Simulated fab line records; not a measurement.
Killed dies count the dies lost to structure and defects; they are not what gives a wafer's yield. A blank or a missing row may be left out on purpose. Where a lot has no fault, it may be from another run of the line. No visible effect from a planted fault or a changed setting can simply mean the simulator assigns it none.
Chamber matching / flow nand harc / rie si-02 running NHARC_A_CHANNEL_FILL_D1_ETCHBACK_19: 4 sister chambers
The step etches the open film in HBr/Cl2, target depth 5 nm, time 1.7 s. 4 wafers are shown with their chamber, then 7 later ones without.

WAFERS WITH THEIR CHAMBER
wafer=L182.5; chamber=3; drypump motor current A (A)=5.0
wafer=L183.4; chamber=0; drypump motor current A (A)=5.2
wafer=L186.1; chamber=1; drypump motor current A (A)=5.3
wafer=L186.3; chamber=2; drypump motor current A (A)=6.0

WAFERS WITH NO CHAMBER GIVEN
wafer=L186.6; drypump motor current A (A)=5.3
wafer=L197.1; drypump motor current A (A)=5.2
wafer=L197.4; drypump motor current A (A)=6.1
wafer=L197.6; drypump motor current A (A)=5.0
wafer=L198.2; drypump motor current A (A)=5.0
wafer=L198.3; drypump motor current A (A)=5.3
wafer=L198.5; drypump motor current A (A)=6.1

EACH ONE'S CHAMBER
wafer=L186.6; from the rows above=can't be placed: 1 or 0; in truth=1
wafer=L197.1; from the rows above=can't be placed: 0 or 1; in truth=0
wafer=L197.4; from the rows above=2; in truth=2
wafer=L197.6; from the rows above=3; in truth=3
wafer=L198.2; from the rows above=3; in truth=3
wafer=L198.3; from the rows above=can't be placed: 1 or 0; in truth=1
wafer=L198.5; from the rows above=2; in truth=2
Placed correctly: 4 of 7. Cannot be placed on the basis of these rows: 3; the candidates contain the true chamber in 3. Placed wrongly: 0.
How it was worked out, from the rows above alone: a wafer's distance from a chamber is the root of the sum, over the readings, of the square of ((its reading less the chamber's mean) divided by the reading's scatter). If the next closest chamber is less than 2 further off than the closest, the wafer can't be placed; otherwise it belongs to the closest. For every chamber, the mean is computed from those of its wafers that are shown. The scatter: root of mean squared gap, hidden wafer to nearest shown wafer, with one shown wafer a chamber.
